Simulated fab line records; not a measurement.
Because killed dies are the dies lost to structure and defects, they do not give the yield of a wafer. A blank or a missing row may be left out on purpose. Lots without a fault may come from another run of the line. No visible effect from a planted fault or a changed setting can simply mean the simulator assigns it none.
Split-lot trial / flow n5 finfet / on a route of 1938 steps: 7 lots, 21 wafers read

THE SPLIT ITSELF
At N5_HKMG_FIN_PEB_47 (peb time 60 s), the setting peb time s was moved away from the recipe's 60 s on 7 of the 21 wafers read, by -18.3% to +22.0%. The other wafers ran this setting at the recipe's value.

THE PATH FROM SPLIT TO READING: the file shows 1 step between them
- N5_HKMG_FIN_DEVELOP_48: develop time 30 s

THE READING
cd nm at N5_HKMG_FIN_CD_MEAS_49, given in nm (cd target 202 nm). Typical for fault-free wafers on this fab line: 201.8 nm, with standard deviation 0.86 nm.

wafer=L077.2; tool, chamber at the split=litho track-03, 0; peb time s as run, s=52.57; against the recipe=-12.4%; cd nm, nm=197.7; against lot-mates on the recipe=-5.1
wafer=L077.5; tool, chamber at the split=litho track-03, 0; peb time s as run, s=52.57; against the recipe=-12.4%; cd nm, nm=198.1; against lot-mates on the recipe=-4.7
wafer=L077.6; tool, chamber at the split=litho track-03, 0; peb time s as run, s=60; against the recipe=recipe; cd nm, nm=202.8; against lot-mates on the recipe=-
wafer=L080.2; tool, chamber at the split=litho track-01, 0; peb time s as run, s=60; against the recipe=recipe; cd nm, nm=201.7; against lot-mates on the recipe=-
wafer=L080.3; tool, chamber at the split=litho track-01, 0; peb time s as run, s=73.21; against the recipe=+22.0%; cd nm, nm=206.4; against lot-mates on the recipe=+4.7
wafer=L080.5; tool, chamber at the split=litho track-01, 0; peb time s as run, s=73.21; against the recipe=+22.0%; cd nm, nm=207.0; against lot-mates on the recipe=+5.3
wafer=L083.1; tool, chamber at the split=litho track-03, 0; peb time s as run, s=65.93; against the recipe=+9.9%; cd nm, nm=204.4; against lot-mates on the recipe=+2.6
wafer=L083.2; tool, chamber at the split=litho track-03, 0; peb time s as run, s=60; against the recipe=recipe; cd nm, nm=201.5; against lot-mates on the recipe=-
wafer=L083.6; tool, chamber at the split=litho track-03, 0; peb time s as run, s=60; against the recipe=recipe; cd nm, nm=202.2; against lot-mates on the recipe=-
wafer=L087.2; tool, chamber at the split=litho track-03, 0; peb time s as run, s=60; against the recipe=recipe; cd nm, nm=201.5; against lot-mates on the recipe=-
wafer=L087.3; tool, chamber at the split=litho track-03, 0; peb time s as run, s=49.04; against the recipe=-18.3%; cd nm, nm=195.2; against lot-mates on the recipe=-6.4
wafer=L087.6; tool, chamber at the split=litho track-03, 0; peb time s as run, s=60; against the recipe=recipe; cd nm, nm=201.7; against lot-mates on the recipe=-
wafer=L088.3; tool, chamber at the split=litho track-02, 0; peb time s as run, s=63.71; against the recipe=+6.2%; cd nm, nm=203.3; against lot-mates on the recipe=+1.4
wafer=L088.4; tool, chamber at the split=litho track-02, 0; peb time s as run, s=60; against the recipe=recipe; cd nm, nm=201.7; against lot-mates on the recipe=-
wafer=L088.5; tool, chamber at the split=litho track-02, 0; peb time s as run, s=60; against the recipe=recipe; cd nm, nm=202.1; against lot-mates on the recipe=-
wafer=L093.2; tool, chamber at the split=litho track-02, 0; peb time s as run, s=60; against the recipe=recipe; cd nm, nm=202.7; against lot-mates on the recipe=-
wafer=L093.4; tool, chamber at the split=litho track-02, 0; peb time s as run, s=60; against the recipe=recipe; cd nm, nm=203.3; against lot-mates on the recipe=-
wafer=L093.6; tool, chamber at the split=litho track-02, 0; peb time s as run, s=60; against the recipe=recipe; cd nm, nm=202.7; against lot-mates on the recipe=-
wafer=L095.2; tool, chamber at the split=litho track-01, 0; peb time s as run, s=60; against the recipe=recipe; cd nm, nm=199.5; against lot-mates on the recipe=-
wafer=L095.4; tool, chamber at the split=litho track-01, 0; peb time s as run, s=60; against the recipe=recipe; cd nm, nm=200.3; against lot-mates on the recipe=-
wafer=L095.5; tool, chamber at the split=litho track-01, 0; peb time s as run, s=60; against the recipe=recipe; cd nm, nm=200.4; against lot-mates on the recipe=-

FIT RESULTS
A straight line over all 21 wafers: cd nm changes by +0.271 nm for each +1% of peb time s; r = +0.93; the points scatter about the line by 1 nm.
The same after taking each lot's own level away (the mean of its wafers on the recipe; 21 wafers): +0.285 nm for each +1%; r = +0.97; scatter 0.63 nm.
The reading moves by 6.3 nm for the largest change in peb time s, on that fit.
Measured against the standard deviation above, the lots' own levels, which go from 200.07 to 202.90 nm, span 3.3 times it.
Hence the lot-to-lot level has little effect on the slope; both slopes agree.
Check: +6.49 nm against its lot-mates is what the line predicts for one of the wafers moved furthest among these (+22.0%) when that wafer is left out of the fit. It came out at +4.7 nm against them.

OTHER SPLITS APPLIED TO THESE WAFERS
Note: prior to the reading, these wafers also went through further splits. Each is held against what the fit with the lots' levels taken away leaves over:
other split on the same wafers=N5_SD_EPI_N_PEB_07 peb temp c; wafers away from the commonest value=12; r with cd nm (lot level and that fit taken away)=+0.15
other split on the same wafers=N5_SD_EPI_P_EPI_21 epi growth time s; wafers away from the commonest value=7; r with cd nm (lot level and that fit taken away)=+0.28
other split on the same wafers=N5_SD_ACTIVATION_LSA_01 temp c; wafers away from the commonest value=8; r with cd nm (lot level and that fit taken away)=+0.03

THE FILE'S OWN FIT
cd nm changes by +0.292 nm for each +1% of peb time s, r = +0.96.
